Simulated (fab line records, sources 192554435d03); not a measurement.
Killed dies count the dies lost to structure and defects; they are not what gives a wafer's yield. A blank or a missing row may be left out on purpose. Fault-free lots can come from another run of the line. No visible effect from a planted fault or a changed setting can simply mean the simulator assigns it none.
Matching of chambers :: flow n5Finfet :: N5_HKMG_FIN_ETCH_58 on rieDiel-03: 4 sister chambers
The step etches SOC in N2/H2, target depth 215.8 nm, time 741 s. 18 wafers are shown with their chamber, then 9 later ones without.

WAFERS WITH THEIR CHAMBER
wafer: L074.1
chamber: 0
drypumpMotorCurrentA (A): 5.7
throttleValvePct (%): 18.07
oesProductAu (a.u.): 0.77

wafer: L074.2
chamber: 2
drypumpMotorCurrentA (A): 5.8
throttleValvePct (%): 18.14
oesProductAu (a.u.): 0.68

wafer: L074.5
chamber: 0
drypumpMotorCurrentA (A): 5.7
throttleValvePct (%): 18.06
oesProductAu (a.u.): 0.76

wafer: L075.1
chamber: 1
drypumpMotorCurrentA (A): 5.5
throttleValvePct (%): 18.21
oesProductAu (a.u.): 0.72

wafer: L075.5
chamber: 1
drypumpMotorCurrentA (A): 5.5
throttleValvePct (%): 18.22
oesProductAu (a.u.): 0.71

wafer: L075.6
chamber: 0
drypumpMotorCurrentA (A): 5.7
throttleValvePct (%): 18.07
oesProductAu (a.u.): 0.76

wafer: L078.1
chamber: 0
drypumpMotorCurrentA (A): 5.7
throttleValvePct (%): 18.06
oesProductAu (a.u.): 0.76

wafer: L078.5
chamber: 1
drypumpMotorCurrentA (A): 5.5
throttleValvePct (%): 18.23
oesProductAu (a.u.): 0.71

wafer: L078.6
chamber: 0
drypumpMotorCurrentA (A): 5.7
throttleValvePct (%): 18.07
oesProductAu (a.u.): 0.76

wafer: L079.1
chamber: 0
drypumpMotorCurrentA (A): 5.8
throttleValvePct (%): 18.07
oesProductAu (a.u.): 0.75

wafer: L079.4
chamber: 0
drypumpMotorCurrentA (A): 5.7
throttleValvePct (%): 18.08
oesProductAu (a.u.): 0.75

wafer: L079.5
chamber: 1
drypumpMotorCurrentA (A): 5.5
throttleValvePct (%): 18.24
oesProductAu (a.u.): 0.70

wafer: L088.4
chamber: 3
drypumpMotorCurrentA (A): 5.3
throttleValvePct (%): 17.75
oesProductAu (a.u.): 0.70

wafer: L088.5
chamber: 2
drypumpMotorCurrentA (A): 5.8
throttleValvePct (%): 17.68
oesProductAu (a.u.): 0.94

wafer: L088.6
chamber: 3
drypumpMotorCurrentA (A): 5.3
throttleValvePct (%): 17.75
oesProductAu (a.u.): 0.70

wafer: L091.2
chamber: 3
drypumpMotorCurrentA (A): 5.3
throttleValvePct (%): 17.77
oesProductAu (a.u.): 0.70

wafer: L091.4
chamber: 2
drypumpMotorCurrentA (A): 5.8
throttleValvePct (%): 17.70
oesProductAu (a.u.): 0.93

wafer: L091.5
chamber: 3
drypumpMotorCurrentA (A): 5.3
throttleValvePct (%): 17.77
oesProductAu (a.u.): 0.71

SIGNATURES, as means of the wafers listed above
reading: drypumpMotorCurrentA
chamber 0: 5.714
chamber 1: 5.500
chamber 2: 5.800
chamber 3: 5.300
scatter within a chamber: 0.0247

reading: throttleValvePct
chamber 0: 18.0686
chamber 1: 18.2250
chamber 2: 17.8400
chamber 3: 17.7600
scatter within a chamber: 0.0987

reading: oesProductAu
chamber 0: 0.7586
chamber 1: 0.7100
chamber 2: 0.8500
chamber 3: 0.7025
scatter within a chamber: 0.056
Rule: for a wafer and a chamber, the distance is found by dividing, reading by reading, the gap between the wafer's reading and the chamber's mean by the reading's scatter, squaring, summing and taking the root. If the next closest chamber is less than 2 further off than the closest, the wafer can't be placed; otherwise it belongs to the closest. The scatter: the root of (the sum of the squares of (reading less its chamber's mean) over the shown wafers, divided by (wafers less chambers)).

WAFERS WITHOUT THEIR CHAMBER
wafer: L093.1
drypumpMotorCurrentA (A): 5.7
throttleValvePct (%): 18.12
oesProductAu (a.u.): 0.73

wafer: L093.4
drypumpMotorCurrentA (A): 5.8
throttleValvePct (%): 17.72
oesProductAu (a.u.): 0.93

wafer: L093.5
drypumpMotorCurrentA (A): 5.8
throttleValvePct (%): 17.71
oesProductAu (a.u.): 0.92

wafer: L094.1
drypumpMotorCurrentA (A): 5.8
throttleValvePct (%): 17.72
oesProductAu (a.u.): 0.91

wafer: L094.2
drypumpMotorCurrentA (A): 5.3
throttleValvePct (%): 17.78
oesProductAu (a.u.): 0.70

wafer: L094.4
drypumpMotorCurrentA (A): 5.7
throttleValvePct (%): 18.14
oesProductAu (a.u.): 0.73

wafer: L097.1
drypumpMotorCurrentA (A): 5.7
throttleValvePct (%): 18.15
oesProductAu (a.u.): 0.72

wafer: L097.2
drypumpMotorCurrentA (A): 5.8
throttleValvePct (%): 17.75
oesProductAu (a.u.): 0.90

wafer: L097.6
drypumpMotorCurrentA (A): 5.8
throttleValvePct (%): 17.73
oesProductAu (a.u.): 0.89

THE CHAMBER EACH PASSED THROUGH
wafer: L093.1
from the rows above: 0
in truth: 0

wafer: L093.4
from the rows above: 2
in truth: 2

wafer: L093.5
from the rows above: 2
in truth: 2

wafer: L094.1
from the rows above: 2
in truth: 2

wafer: L094.2
from the rows above: 3
in truth: 3

wafer: L094.4
from the rows above: 0
in truth: 0

wafer: L097.1
from the rows above: 0
in truth: 0

wafer: L097.2
from the rows above: 2
in truth: 2

wafer: L097.6
from the rows above: 2
in truth: 2
Placed correctly: 9 of 9. Left unplaced by these rows: 0. Number placed wrongly: 0.
